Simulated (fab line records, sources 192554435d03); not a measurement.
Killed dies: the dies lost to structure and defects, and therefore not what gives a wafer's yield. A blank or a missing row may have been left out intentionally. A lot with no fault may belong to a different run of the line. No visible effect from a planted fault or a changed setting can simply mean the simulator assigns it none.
Split-lot study / flow n5Finfet / on a route of 1938 steps: 7 lots, 21 wafers read

## THE SPLIT ITSELF
At N5_BEOL_M1_TRENCH_ETCH_37 (etches SiOC in C4F6/O2, target depth 55.207 nm, time 29 s), the setting sourceW was moved away from the recipe's 355 W on 5 of the 21 wafers read, by -13.6% to +13.2%. This setting was run at the recipe's value on the other wafers.

The split's own step is where the reading is taken.

## THE READING
rfVppV, in V, at N5_BEOL_M1_TRENCH_ETCH_37 (etches SiOC in C4F6/O2, target depth 55.207 nm, time 29 s). Typical for fault-free wafers on this fab line: 671 V, with standard deviation 9.1 V.

wafer=L074.2; tool, chamber at the split=rieDiel-04, 2; sourceW as run, W=355; against the recipe=recipe; rfVppV, V=687; against lot-mates on the recipe=-
wafer=L074.5; tool, chamber at the split=rieDiel-04, 1; sourceW as run, W=355; against the recipe=recipe; rfVppV, V=661; against lot-mates on the recipe=-
wafer=L074.6; tool, chamber at the split=rieDiel-04, 3; sourceW as run, W=401.7; against the recipe=+13.2%; rfVppV, V=620; against lot-mates on the recipe=-54
wafer=L077.1; tool, chamber at the split=rieDiel-05, 2; sourceW as run, W=355; against the recipe=recipe; rfVppV, V=656; against lot-mates on the recipe=-
wafer=L077.4; tool, chamber at the split=rieDiel-05, 3; sourceW as run, W=355; against the recipe=recipe; rfVppV, V=669; against lot-mates on the recipe=-
wafer=L077.5; tool, chamber at the split=rieDiel-05, 1; sourceW as run, W=355; against the recipe=recipe; rfVppV, V=667; against lot-mates on the recipe=-
wafer=L080.2; tool, chamber at the split=rieDiel-04, 0; sourceW as run, W=355; against the recipe=recipe; rfVppV, V=674; against lot-mates on the recipe=-
wafer=L080.5; tool, chamber at the split=rieDiel-04, 1; sourceW as run, W=306.6; against the recipe=-13.6%; rfVppV, V=714; against lot-mates on the recipe=+40
wafer=L080.6; tool, chamber at the split=rieDiel-04, 0; sourceW as run, W=355; against the recipe=recipe; rfVppV, V=673; against lot-mates on the recipe=-
wafer=L085.1; tool, chamber at the split=rieDiel-04, 0; sourceW as run, W=324.6; against the recipe=-8.6%; rfVppV, V=703; against lot-mates on the recipe=+30
wafer=L085.4; tool, chamber at the split=rieDiel-04, 3; sourceW as run, W=355; against the recipe=recipe; rfVppV, V=660; against lot-mates on the recipe=-
wafer=L085.5; tool, chamber at the split=rieDiel-04, 2; sourceW as run, W=355; against the recipe=recipe; rfVppV, V=687; against lot-mates on the recipe=-
wafer=L087.2; tool, chamber at the split=rieDiel-04, 3; sourceW as run, W=355; against the recipe=recipe; rfVppV, V=658; against lot-mates on the recipe=-
wafer=L087.3; tool, chamber at the split=rieDiel-04, 1; sourceW as run, W=372.2; against the recipe=+4.8%; rfVppV, V=645; against lot-mates on the recipe=-13
wafer=L087.6; tool, chamber at the split=rieDiel-04, 3; sourceW as run, W=355; against the recipe=recipe; rfVppV, V=658; against lot-mates on the recipe=-
wafer=L091.1; tool, chamber at the split=rieDiel-04, 2; sourceW as run, W=355; against the recipe=recipe; rfVppV, V=685; against lot-mates on the recipe=-
wafer=L091.3; tool, chamber at the split=rieDiel-04, 0; sourceW as run, W=355; against the recipe=recipe; rfVppV, V=671; against lot-mates on the recipe=-
wafer=L091.6; tool, chamber at the split=rieDiel-04, 0; sourceW as run, W=321; against the recipe=-9.6%; rfVppV, V=708; against lot-mates on the recipe=+30
wafer=L095.1; tool, chamber at the split=rieDiel-02, 2; sourceW as run, W=355; against the recipe=recipe; rfVppV, V=677; against lot-mates on the recipe=-
wafer=L095.4; tool, chamber at the split=rieDiel-02, 0; sourceW as run, W=355; against the recipe=recipe; rfVppV, V=674; against lot-mates on the recipe=-
wafer=L095.5; tool, chamber at the split=rieDiel-02, 0; sourceW as run, W=355; against the recipe=recipe; rfVppV, V=675; against lot-mates on the recipe=-

FIT RESULTS
A straight line over all 21 wafers: rfVppV changes by -3.7 V for each +1% of sourceW; r = -0.90; the points scatter about the line by 9.4 V.
The same after taking each lot's own level away (the mean of its wafers on the recipe; 21 wafers): -3.42 V for each +1%; r = -0.93; scatter 7.4 V.
The reading moves by 47 V for the largest change in sourceW, on that fit.
From 658.0 to 678.0 V: that is the span of the lots' own levels, equal to 2.2 times the standard deviation above.
The two slopes are in agreement: the lot-to-lot level therefore moves the slope only a little.
Check: for one of the wafers moved furthest among these (-13.6%), held out of the fit, the line's prediction against its lot-mates is +49.1 V. It came out at +40.5 V against them.
Tool readings at the split's step, against how far the setting was moved: rfVppV r = -0.90.

## THE FILE'S OWN FIT
rfVppV changes by -3.41 V for each +1% of sourceW, r = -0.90.
